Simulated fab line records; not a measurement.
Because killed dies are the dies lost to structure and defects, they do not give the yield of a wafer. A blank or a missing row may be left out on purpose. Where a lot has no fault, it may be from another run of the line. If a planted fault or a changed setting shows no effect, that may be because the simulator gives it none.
The same fault as seen by 3 desks / flow n5-finfet / numbers are kept per desk, each desk with only its own; the story behind them comes last

== AT THE METROLOGY DESK ==
Means of the sampled wafers that have a number, per lot and without regard to the tool the lot ran on: this is what the gauges read. Any lot whose mean is over 4 standard deviations away from the usual mean is out of limits and marked OUT; that distance is given in the brackets. It has 13 readings, of which 7 appear: the earliest out of limits, and the ones furthest out on some lot.
Columns: A = trench-depth-nm at N5_BEOL_M4_OCD_MEAS_38, usual 55.6 nm; B = M4_THK at N5_BEOL_M4_THK_MEAS_53, usual 40.8 nm; C = M4_RS at N5_BEOL_M4_RS_MEAS_58, usual 0.66 ohm/sq; D = DIBL_P at N5_BEOL_M4_RC_MEAS_101, usual 36.4 mV/V; E = ION_N at N5_BEOL_M4_RC_MEAS_101, usual 680 uA/um; F = SS_P at N5_BEOL_M4_RC_MEAS_101, usual 73.2 mV/dec; G = VT_P at N5_BEOL_M4_RC_MEAS_101, usual -250 mV
lot=L766; first seen here=day 8 18:55; A=56.0; B=41.0; C=0.66; D=36.5; E=693; F=73.6; G=-248
lot=L773; first seen here=day 10 00:23; A=55.9; B=41.8; C=0.63; D=34.8; E=678; F=72.8; G=-248
lot=L774; first seen here=day 10 13:06; A=59.7 (+5.3) OUT; B=44.6; C=0.60; D=38.8; E=673; F=74.3; G=-250
lot=L775; first seen here=day 11 02:33; A=61.3 (+7.3) OUT; B=47.2 (+4.6) OUT; C=0.56; D=34.5; E=679; F=72.5; G=-250
lot=L781; first seen here=day 12 10:46; A=55.5; B=39.9; C=0.68; D=35.3; E=671; F=72.3; G=-253
lot=L782; first seen here=day 13 04:44; A=56.5; B=42.1; C=0.63; D=35.8; E=685; F=73.5; G=-248
lot=L785; first seen here=day 13 13:25; A=55.7; B=40.5; C=0.66; D=35.4; E=674; F=73.2; G=-250
lot=L786; first seen here=day 13 17:05; A=54.5; B=38.2; C=0.71; D=36.4; E=678; F=73.1; G=-249
This desk finds L774, L775 out of limits, L774 being first, at day 10 13:06 (trench-depth-nm at N5_BEOL_M4_OCD_MEAS_38). Within limits: L766, L773, L781, L782, L785, L786.

== THE DEFECT DESK ==
Counts from the inspections along the route, per lot, as means over the sampled wafers that have a number. Any lot whose mean is over 4 standard deviations away from the usual mean is out of limits and marked OUT; that distance is given in the brackets.
Columns: A = raw-defect-count at N5_BEOL_M4_INSPECT_30, usual 424
lot=L766; first seen here=day 8 14:44; A=561
lot=L773; first seen here=day 9 20:55; A=361
lot=L774; first seen here=day 10 06:46; A=426
lot=L775; first seen here=day 10 21:59; A=466
lot=L781; first seen here=day 12 08:26; A=416
lot=L782; first seen here=day 13 03:06; A=592
lot=L785; first seen here=day 13 09:40; A=473
lot=L786; first seen here=day 13 14:43; A=342
This desk found nothing out of limits on any of the 8 lots.

== DESK OF THE TOOL OWNER: rie-diel-02 ==
The tool's own readings at N5_BEOL_M4_TRENCH_ETCH_37 (etches SiOC in C4F6/O2, target depth 55.555 nm, time 29.2 s): means of the sampled wafers that have a number, for each lot that ran on this tool. Any lot whose mean is over 4 standard deviations away from the usual mean is out of limits and marked OUT; that distance is given in the brackets.
Columns: A = drypump-motor-current-A at N5_BEOL_M4_TRENCH_ETCH_37, usual 5.8 A; B = oes-product-au at N5_BEOL_M4_TRENCH_ETCH_37, usual 0.76 a.u.; C = rf-vpp-V at N5_BEOL_M4_TRENCH_ETCH_37, usual 663 V; D = run-length-s at N5_BEOL_M4_TRENCH_ETCH_37, usual 52.6 s; E = showerhead-plenum-p-Torr at N5_BEOL_M4_TRENCH_ETCH_37, usual 2.84 Torr; F = throttle-valve-pct at N5_BEOL_M4_TRENCH_ETCH_37, usual 20.96 %
lot=L766; first seen here=day 8 18:46; A=6.1; B=0.74; C=673; D=52.7; E=2.91; F=20.95
lot=L773; first seen here=day 10 00:14; A=5.3; B=0.73; C=655; D=52.4; E=2.86; F=21.16
lot=L774; first seen here=day 10 12:56; A=5.5; B=0.81; C=658; D=54.2 (+4.1) OUT; E=2.89; F=20.98
lot=L775; first seen here=day 11 02:23; A=5.8; B=0.70; C=659; D=55.1 (+6.2) OUT; E=2.83; F=21.25
This desk finds L774, L775 out of limits, L774 being first, at day 10 12:56 (run-length-s at N5_BEOL_M4_TRENCH_ETCH_37). Within limits: L766, L773.

== BROUGHT TOGETHER ==
At day 10 12:56, on L774, L775, the tool owner's desk was in a position to raise an alarm.
At day 10 13:06 the metrology desk could have sounded an alarm, on L774, L775.
Nothing the defect desk looked at was out of limits.
The defect desk has L774, L775 on record, within its limits.
The lots listed all ran N5_BEOL_M4_TRENCH_ETCH_37 on rie-diel-02.

== WHAT THE SIMULATOR HAD INSERTED ==
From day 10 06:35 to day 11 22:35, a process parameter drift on rie-diel-02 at N5_BEOL_M4_TRENCH_ETCH_37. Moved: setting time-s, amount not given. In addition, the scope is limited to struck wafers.
Struck lots among those shown: L774, L775.
Delay (hours) between the fault's onset and each desk's first out-of-limits reading: 6 at the tool owner's desk, 7 at the metrology desk.
